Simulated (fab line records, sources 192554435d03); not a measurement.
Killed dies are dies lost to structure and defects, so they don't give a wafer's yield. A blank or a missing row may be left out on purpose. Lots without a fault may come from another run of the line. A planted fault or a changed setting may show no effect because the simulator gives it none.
One fault seen from 3 desks | flow n5_finfet | each desk has only its own numbers; what lay behind them comes last

THE TOOL OWNER'S DESK: rie_diel-02
The tool's own readings at N5_BEOL_M13_ETCH_68 (etches SOC in N2/H2, time 355 s): means of the sampled wafers that have a number, for each lot that ran on this tool. A lot is out of limits, marked OUT, if its mean lies more than 4 standard deviations from the usual mean; the brackets give that distance.
Columns: A = drypump_motor_current_A at N5_BEOL_M13_ETCH_68, usual 5.8 A; B = oes_product_au at N5_BEOL_M13_ETCH_68, usual 0.74 a.u.; C = rf_vpp_V at N5_BEOL_M13_ETCH_68, usual 523.6 V; D = showerhead_plenum_p_Torr at N5_BEOL_M13_ETCH_68, usual 2.53 Torr; E = throttle_valve_pct at N5_BEOL_M13_ETCH_68, usual 17.84 %
lot  | first seen here | A   | B    | C     | D    | E
L454 | day 11 23:52    | 5.5 | 0.70 | 523.2 | 2.48 | 17.81
L456 | day 12 13:52    | 5.7 | 0.76 | 524.2 | 2.54 | 17.69
L458 | day 12 18:08    | 5.8 | 0.84 | 522.2 | 2.49 | 17.79
L470 | day 16 12:47    | 6.0 | 0.88 | 527.6 | 2.68 | 17.68
This desk's finding: nothing out of limits on any of the 4 lots.

THE METROLOGY DESK
What the gauges read, lot by lot, whatever tool the lot ran on: means of the sampled wafers that have a number. A lot is out of limits, marked OUT, if its mean lies more than 4 standard deviations from the usual mean; the brackets give that distance.
Columns: A = cd_nm at N5_BEOL_M13_CD_MEAS_28, usual 209.9 nm; B = M13_OVL at N5_BEOL_M13_OVL_MEAS_29, usual -4 nm; C = trench_depth_nm at N5_BEOL_M13_OCD_MEAS_35, usual 411 nm
lot  | first seen here | A     | B   | C
L454 | day 11 23:34    | 209.4 | 1   | 409
L456 | day 12 13:35    | 209.2 | -6  | 413
L458 | day 12 17:36    | 207.8 | 1   | 413
L459 | day 13 09:08    | 209.0 | 2   | 415
L470 | day 16 12:25    | 210.9 | -8  | 416
L471 | day 16 17:00    | 208.7 | -11 | 412
This desk's finding: nothing out of limits on any of the 6 lots.

THE DEFECT DESK
What the inspections along the route counted, lot by lot: means of the sampled wafers that have a number. A lot is out of limits, marked OUT, if its mean lies more than 4 standard deviations from the usual mean; the brackets give that distance.
Columns: A = raw_defect_count at N5_BEOL_M13_INSPECT_30, usual 2
lot  | first seen here | A
L454 | day 11 23:37    | 2
L456 | day 12 13:39    | 3
L458 | day 12 17:39    | 3
L459 | day 13 09:12    | 1
L470 | day 16 12:28    | 1
L471 | day 16 17:03    | 2
This desk's finding: nothing out of limits on any of the 6 lots.

PUT TOGETHER
The tool owner's desk saw nothing out of limits.
The metrology desk saw nothing out of limits.
The defect desk saw nothing out of limits.

WHAT THE SIMULATOR HAD PUT IN
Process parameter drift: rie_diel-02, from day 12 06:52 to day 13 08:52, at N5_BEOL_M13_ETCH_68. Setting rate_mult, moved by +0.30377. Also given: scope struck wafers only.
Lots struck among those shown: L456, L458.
